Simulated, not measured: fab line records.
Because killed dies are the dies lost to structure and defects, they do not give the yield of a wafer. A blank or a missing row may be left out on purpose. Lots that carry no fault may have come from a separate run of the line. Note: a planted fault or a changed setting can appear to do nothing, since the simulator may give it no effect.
Tool commonality check ; flow n5_finfet ; 9 lots and 25 wafers in the sample

== WHY IT WAS OPENED ==
2 of 9 lots carry a flag on the reading M0_ABLK_OVL at N5_BEOL_M0_CUTY_OVL_MEAS_58. Wafers without a fault read -0.1 nm, standard deviation 0.76.
Rule: flag the lot when none of its wafers has a number, or when each of its wafers that has one lies beyond 4 standard deviations from that mean. As for the other lots, they are considered sound.

lot;measured;on;M0_ABLK_OVL (nm), wafer by wafer;flag
L304;day 6 15:53;overlay-02;-0.3 -1.9;
L305;day 7 01:53;overlay-01;-0.2 0.5 -0.5;
L307;day 7 09:25;overlay-01;-0.2 0.3 -0.1;
L308;day 7 12:35;overlay-01;-0.1 0.6 0.7;
L310;day 8 00:16;overlay-01;-0.3 -1.3;
L312;day 8 19:13;overlay-02;-0.3 -0.1 -0.6;
L318;day 10 04:06;overlay-01;18.1 17.8 16.7;FLAGGED
L323;day 11 05:26;overlay-02;17.8 18.6 19.1;FLAGGED
L324;day 11 08:59;overlay-01;0.0 -0.4 0.1;
On average the flagged lots' numbers are 18.0 nm, which is +18.1 nm against the usual, or +24 standard deviations.

== EACH LOT AND THE TOOL IT RAN ON ==
3 process steps preceding the reading are held in the record, out of 1938 steps in the route. Every cell lists first the tool, next ch and the chambers used by the sampled wafers, and last the start.
lot;flag;N5_BEOL_M0_SAQP_ALD_48;N5_BEOL_M0_SAQP_ETCH_49;N5_BEOL_M0_CUTY_EXPOSE_54
L304;;ald_sin-04 ch 1,2, day 6 14:50;rie_diel-04 ch 1,2, day 6 15:22;arfi_scanner-01 ch 0, day 6 15:44
L305;;ald_sin-01 ch 1,3, day 7 00:58;rie_diel-04 ch 0,1,2, day 7 01:29;arfi_scanner-01 ch 0, day 7 01:44
L307;;ald_sin-03 ch 1,2,3, day 7 08:29;rie_diel-03 ch 0,1,3, day 7 09:00;arfi_scanner-03 ch 0, day 7 09:15
L308;;ald_sin-01 ch 1,2,3, day 7 11:26;rie_diel-01 ch 0,1, day 7 12:03;arfi_scanner-01 ch 0, day 7 12:26
L310;;ald_sin-01 ch 0,1, day 7 23:20;rie_diel-01 ch 2,3, day 7 23:52;arfi_scanner-02 ch 0, day 8 00:07
L312;;ald_sin-01 ch 1,2,3, day 8 18:11;rie_diel-03 ch 1,2,3, day 8 18:49;arfi_scanner-03 ch 0, day 8 19:04
L318;FLAGGED;ald_sin-01 ch 0,1, day 10 03:10;rie_diel-01 ch 0,2,3, day 10 03:42;arfi_scanner-01 ch 0, day 10 03:57
L323;FLAGGED;ald_sin-03 ch 1,3, day 11 04:20;rie_diel-04 ch 1,2,3, day 11 04:55;arfi_scanner-01 ch 0, day 11 05:17
L324;;ald_sin-04 ch 1,2, day 11 07:56;rie_diel-03 ch 0,2,3, day 11 08:28;arfi_scanner-02 ch 0, day 11 08:50
These steps, and what they do:
- N5_BEOL_M0_SAQP_ALD_48: deposits SiO2, target thk 20 nm, pulse time 1 s, co reactant pulse time 1 s.
- N5_BEOL_M0_SAQP_ETCH_49: etches SiO2 in CF4/O2, target depth 37 nm.
- N5_BEOL_M0_CUTY_EXPOSE_54: exposes mask M0 ABLK.
- N5_BEOL_M0_CUTY_OVL_MEAS_58

== FLAGGED OVER TOTAL, TOOL BY TOOL (the gauges that took the reading come last) ==
step;tool;lots run;flagged;share of the flagged lots;sound lots run after its first flagged lot
N5_BEOL_M0_SAQP_ALD_48;ald_sin-01;5;1;some;0
N5_BEOL_M0_SAQP_ALD_48;ald_sin-03;2;1;some;0
N5_BEOL_M0_SAQP_ALD_48;ald_sin-04;2;0;none;-
N5_BEOL_M0_SAQP_ETCH_49;rie_diel-01;3;1;some;0
N5_BEOL_M0_SAQP_ETCH_49;rie_diel-03;3;0;none;-
N5_BEOL_M0_SAQP_ETCH_49;rie_diel-04;3;1;some;0
N5_BEOL_M0_CUTY_EXPOSE_54;arfi_scanner-01;5;2;all;0
N5_BEOL_M0_CUTY_EXPOSE_54;arfi_scanner-02;2;0;none;-
N5_BEOL_M0_CUTY_EXPOSE_54;arfi_scanner-03;2;0;none;-
N5_BEOL_M0_CUTY_OVL_MEAS_58;overlay-01;6;1;some;1 (L324)
N5_BEOL_M0_CUTY_OVL_MEAS_58;overlay-02;3;1;some;0

== WHAT THE TABLE ALLOWS ==
Rows of the table that ran each flagged lot: 1, that is arfi_scanner-01 at N5_BEOL_M0_CUTY_EXPOSE_54.
- arfi_scanner-01 at N5_BEOL_M0_CUTY_EXPOSE_54 ran 5 lots, 2 of them flagged. It ran its last sound lot, L308, at day 7 12:26 and its first flagged lot, L318, at day 10 03:57: a fault with its onset between the two fits.
Left over: one tool, arfi_scanner-01 at N5_BEOL_M0_CUTY_EXPOSE_54.

== WHAT THE SIMULATOR PUT IN ==
Scanner matching overlay: arfi_scanner-01, from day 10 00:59 on, at N5_BEOL_M0_CUTY_EXPOSE_54. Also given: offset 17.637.
Struck lots among those shown: L318, L323. The rule above found the same.
